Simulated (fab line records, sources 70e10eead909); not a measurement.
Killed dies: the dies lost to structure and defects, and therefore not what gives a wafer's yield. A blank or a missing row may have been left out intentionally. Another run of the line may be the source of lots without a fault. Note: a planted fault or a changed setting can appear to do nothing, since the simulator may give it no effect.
Matching of chambers || flow nand harc || cmp-04 running NHARC_A_CONTACT_CMP_20: 4 sister chambers
The step polishes, t overpolish 30 s, target thk 300 nm. 14 wafers are shown with their chamber, then 7 later ones without.

WAFERS PAIRED WITH THEIR CHAMBERS
{"wafer": "L144.1", "chamber": 0, "motor current A (A)": 11.9, "time to endpoint s (s)": 51, "overpolish run s (s)": 30.007}
{"wafer": "L144.2", "chamber": 1, "motor current A (A)": 10.4, "time to endpoint s (s)": 54, "overpolish run s (s)": 29.997}
{"wafer": "L144.4", "chamber": 3, "motor current A (A)": 10.2, "time to endpoint s (s)": 57, "overpolish run s (s)": 29.996}
{"wafer": "L145.2", "chamber": 3, "motor current A (A)": 10.1, "time to endpoint s (s)": 55, "overpolish run s (s)": 30.014}
{"wafer": "L145.4", "chamber": 1, "motor current A (A)": 11.1, "time to endpoint s (s)": 55, "overpolish run s (s)": 30.014}
{"wafer": "L145.5", "chamber": 2, "motor current A (A)": 12.4, "time to endpoint s (s)": 61, "overpolish run s (s)": 29.997}
{"wafer": "L147.1", "chamber": 0, "motor current A (A)": 11.1, "time to endpoint s (s)": 53, "overpolish run s (s)": 29.985}
{"wafer": "L147.4", "chamber": 3, "motor current A (A)": 10.4, "time to endpoint s (s)": 56, "overpolish run s (s)": 29.988}
{"wafer": "L147.6", "chamber": 2, "motor current A (A)": 12.5, "time to endpoint s (s)": 58, "overpolish run s (s)": 29.992}
{"wafer": "L158.3", "chamber": 0, "motor current A (A)": 11.8, "time to endpoint s (s)": 58, "overpolish run s (s)": 30.004}
{"wafer": "L158.4", "chamber": 3, "motor current A (A)": 10.0, "time to endpoint s (s)": 59, "overpolish run s (s)": 29.989}
{"wafer": "L158.5", "chamber": 2, "motor current A (A)": 12.4, "time to endpoint s (s)": 64, "overpolish run s (s)": 30.007}
{"wafer": "L160.2", "chamber": 0, "motor current A (A)": 11.9, "time to endpoint s (s)": 59, "overpolish run s (s)": 30.003}
{"wafer": "L160.4", "chamber": 1, "motor current A (A)": 11.3, "time to endpoint s (s)": 61, "overpolish run s (s)": 29.999}

SIGNATURES (averages over the wafers above)
{"reading": "motor current A", "chamber 0": 11.675, "chamber 1": 10.933, "chamber 2": 12.433, "chamber 3": 10.175, "scatter within a chamber": 0.314}
{"reading": "time to endpoint s", "chamber 0": 55.25, "chamber 1": 56.67, "chamber 2": 61.00, "chamber 3": 56.75, "scatter within a chamber": 3.16}
{"reading": "overpolish run s", "chamber 0": 29.99975, "chamber 1": 30.00333, "chamber 2": 29.99867, "chamber 3": 29.99675, "scatter within a chamber": 0.0101}
Rule: a wafer lies at a distance from a chamber equal to the root of the sum of squares, over the readings, of (its reading less the chamber's mean, divided by the reading's scatter). If the next closest chamber is less than 2 further off than the closest, the wafer can't be placed; otherwise it belongs to the closest. The scatter: take each reading less its chamber's mean, square it, sum over the shown wafers, divide by the number of wafers less the number of chambers, and take the root.

WAFERS WITH NO CHAMBER GIVEN
{"wafer": "L160.6", "motor current A (A)": 10.4, "time to endpoint s (s)": 62, "overpolish run s (s)": 29.996}
{"wafer": "L161.2", "motor current A (A)": 12.1, "time to endpoint s (s)": 55, "overpolish run s (s)": 30.019}
{"wafer": "L161.3", "motor current A (A)": 10.0, "time to endpoint s (s)": 60, "overpolish run s (s)": 30.000}
{"wafer": "L161.5", "motor current A (A)": 12.4, "time to endpoint s (s)": 62, "overpolish run s (s)": 29.985}
{"wafer": "L166.3", "motor current A (A)": 12.5, "time to endpoint s (s)": 61, "overpolish run s (s)": 30.005}
{"wafer": "L166.5", "motor current A (A)": 12.7, "time to endpoint s (s)": 63, "overpolish run s (s)": 29.998}
{"wafer": "L166.6", "motor current A (A)": 11.0, "time to endpoint s (s)": 63, "overpolish run s (s)": 29.988}

WHICH CHAMBER EACH WENT THROUGH
{"wafer": "L160.6", "from the rows above": "can't be placed: 3 or 1", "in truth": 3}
{"wafer": "L161.2", "from the rows above": "can't be placed: 0 or 2 or 1", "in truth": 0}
{"wafer": "L161.3", "from the rows above": "can't be placed: 3 or 1", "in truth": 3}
{"wafer": "L161.5", "from the rows above": 2, "in truth": 2}
{"wafer": "L166.3", "from the rows above": 2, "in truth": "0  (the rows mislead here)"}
{"wafer": "L166.5", "from the rows above": 2, "in truth": 2}
{"wafer": "L166.6", "from the rows above": "can't be placed: 1 or 3 or 0", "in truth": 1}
Correct placement for 2 of the 7. Unplaceable from these rows: 4, with the true chamber sitting among the candidates in 4. Wrongly placed: 1.
